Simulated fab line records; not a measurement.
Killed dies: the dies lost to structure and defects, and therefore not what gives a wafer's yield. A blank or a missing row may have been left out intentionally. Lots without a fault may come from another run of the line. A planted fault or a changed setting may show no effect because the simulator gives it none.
Matching of chambers	flow nand-harc	NHARC_A_SGD_CUT_ETCHBACK_24 on rie-diel-04: 4 sister chambers
The step etches the open film in CH3F/O2, target depth 50 nm, time 92.857 s. 20 wafers are shown with their chamber, then 10 later ones without.

## WAFERS, EACH WITH ITS CHAMBER
wafer	chamber	showerhead-plenum-p-Torr (Torr)	drypump-motor-current-A (A)	rf-vpp-V (V)
L076.1	2	2.48	6.27	244.1
L076.4	0	2.31	5.56	242.3
L076.6	1	2.42	5.69	244.2
L079.2	2	2.48	6.27	245.9
L079.5	2	2.48	6.25	244.5
L079.6	1	2.41	5.66	243.2
L082.1	1	2.41	5.65	245.7
L082.5	1	2.41	5.66	242.3
L082.6	0	2.31	5.62	241.1
L088.3	1	2.41	5.67	244.3
L088.5	0	2.31	5.57	242.3
L088.6	1	2.41	5.67	243.6
L090.4	3	2.61	6.04	246.9
L090.5	3	2.61	6.04	246.2
L090.6	0	2.31	5.56	242.9
L087.1	0	2.31	5.59	242.2
L087.4	3	2.61	6.02	246.9
L087.6	0	2.31	5.57	241.2
L093.1	2	2.47	6.25	244.8
L093.2	1	2.41	5.66	245.1

SIGNATURES, as means of the wafers listed above
reading	chamber 0	chamber 1	chamber 2	chamber 3	scatter within a chamber
showerhead-plenum-p-Torr	2.3100	2.4114	2.4775	2.6100	0.00317
drypump-motor-current-A	5.5783	5.6657	6.2600	6.0333	0.0164
rf-vpp-V	242.000	244.057	244.825	246.667	0.884
Rule: distance of a wafer from a chamber = root of the sum over the readings of ((wafer's reading minus chamber's mean) / reading's scatter) squared. If the next closest chamber is less than 2 further off than the closest, the wafer can't be placed; otherwise it belongs to the closest. The scatter: take each reading less its chamber's mean, square it, sum over the shown wafers, divide by the number of wafers less the number of chambers, and take the root.

## WAFERS WITH NO CHAMBER GIVEN
wafer	showerhead-plenum-p-Torr (Torr)	drypump-motor-current-A (A)	rf-vpp-V (V)
L093.6	2.47	6.25	244.9
L092.2	2.47	6.29	244.6
L092.5	2.31	5.57	241.7
L092.6	2.41	5.68	245.3
L096.2	2.41	5.67	244.0
L096.3	2.61	6.02	245.1
L096.4	2.47	6.26	243.9
L097.1	2.47	6.25	243.3
L097.4	2.61	6.05	245.9
L097.5	2.47	6.28	244.4

## THE CHAMBER EACH PASSED THROUGH
wafer	from the rows above	in truth
L093.6	2	2
L092.2	2	2
L092.5	0	0
L092.6	1	1
L096.2	1	1
L096.3	3	3
L096.4	2	2
L097.1	2	2
L097.4	3	3
L097.5	2	2
Correct placement for 10 of the 10. Can't be placed from these rows: 0. Placed wrongly: 0.
